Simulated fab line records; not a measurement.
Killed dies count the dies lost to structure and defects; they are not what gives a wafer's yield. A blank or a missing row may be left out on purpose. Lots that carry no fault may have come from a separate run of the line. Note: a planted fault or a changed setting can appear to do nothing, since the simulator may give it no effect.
A struck lot beside a sound one + flow nand_harc + 15 steps out of a route of 1302
Sound: wafers L179.2, L179.5, L179.6. Struck: wafers L193.1, L193.6. The cause is named last.
Each step with rows lists, per side, the tool, then ch with its chambers, then its first start. Under that, the readings that differ: sound wafers + struck wafers + difference of the means + sigmas: that difference in standard deviations of wafers without a fault.
alike: readings with means less than 2 such deviations apart, plus words and numbers identical on both sides. not compared: withheld readings, readings lacking a value on some wafer, bounds such as >300 that could conceal the same value, and numbers that have no deviation in the record and whose values overlap.
Wherever a step has rows on one side only, a row that says differs or no value, or a row with sigmas, the two part there. Numbers that don't overlap but have no deviation are shown without sigmas and don't part them. Lack of a reading on every wafer of one side parts them only where that side has two or more wafers.

NHARC_P_M2_INSPECT_11:
  sound on defect_inspect-01, day 6 16:39; struck on defect_inspect-01, day 12 13:23
  alike: raw_defect_count
NHARC_P_M2_DESCUM_14: chemistry O2, time 3 s.
  sound on rie_diel-03 ch 2,3, day 6 16:43; struck on rie_diel-03 ch 1, day 12 13:26
  alike: drypump_motor_current_A, oes_product_au, rf_vpp_V, showerhead_plenum_p_Torr, throttle_valve_pct
  not compared: rf_hours_counter_h
NHARC_P_M2_ETCH_35: etches the open film in N2/H2, target depth 40 nm, overetch 12 nm, time 43.94 s.
  sound on rie_diel-03 ch 0,1, day 6 16:48; struck on rie_diel-03 ch 0,1, day 12 13:32
  alike: drypump_motor_current_A, oes_product_au, rf_vpp_V, showerhead_plenum_p_Torr, throttle_valve_pct
  not compared: rf_hours_counter_h
then, 1 step without rows for these wafers: NHARC_P_M2_ETCH_15 (etches the open film in C4F8/Ar, target depth 182.5 nm, time 91.2 s).
NHARC_P_M2_CD_MEAS_16:
  sound on cd_sem-03, day 6 17:01; struck on cd_sem-03, day 12 13:44
  alike: cd_nm
NHARC_P_M2_STRIP_18: strips in N2/H2.
  sound on rie_diel-05 ch 0,2,3, day 6 17:08; struck on rie_diel-05 ch 0,2, day 12 13:52
  alike: drypump_motor_current_A, oes_product_au, rf_vpp_V, showerhead_plenum_p_Torr, throttle_valve_pct
  not compared: rf_hours_counter_h
NHARC_P_M2_ETCH_28: etches the open film in CF4/N2, target depth 30 nm, time 72.99 s.
  sound on rie_diel-05 ch 2,3; struck on rie_diel-05 ch 1,3
  alike: drypump_motor_current_A, oes_product_au, rf_vpp_V, showerhead_plenum_p_Torr, throttle_valve_pct
  not compared: rf_hours_counter_h
then, 4 steps without rows for these wafers: NHARC_P_M2_STRIP_19 (strips in post etch residue remover, time 600 s); NHARC_P_M2_DEGAS_29 (time 60 s); NHARC_P_M2_PRE_CLEAN_30 (time 30 s); NHARC_P_M2_PVD_20 (deposits TaN, target thk 5 nm, time 8.06 s).
NHARC_P_M2_PVD_21: deposits Cu, target thk 30 nm, time 20.49 s.
  sound on pvd_sputter-02; struck on pvd_sputter-01
  alike: cathode_dc_power_W, throttle_valve_pct
NHARC_P_M2_ECD_22: material Cu, target thk 400 nm.
  sound on ecd_cu-02 ch 0,1, day 6 18:05; struck on ecd_cu-01 ch 1, day 12 14:49
  alike: bath_temp_c
then, 1 step without rows for these wafers: NHARC_P_M2_ANNEAL_31 (time 90 s).
NHARC_P_M2_CMP_23: polishes, t overpolish 20 s, target thk 144.3 nm.
  sound on cmp-02 ch 0,1, day 6 18:49; struck on cmp-04 ch 1, day 12 15:34
| reading                | sound    | struck | difference | sigmas |
|------------------------|----------|--------|------------|--------|
| time_to_endpoint_s (s) | 26 26 33 | 16 15  | -13        | -4     |
  alike: edge_zone_pressure_frac, motor_current_A

== WHERE THEY PART ==
At NHARC_P_M2_CMP_23 and nowhere else, as far as this record goes.

WHY: what had been put in by the simulator
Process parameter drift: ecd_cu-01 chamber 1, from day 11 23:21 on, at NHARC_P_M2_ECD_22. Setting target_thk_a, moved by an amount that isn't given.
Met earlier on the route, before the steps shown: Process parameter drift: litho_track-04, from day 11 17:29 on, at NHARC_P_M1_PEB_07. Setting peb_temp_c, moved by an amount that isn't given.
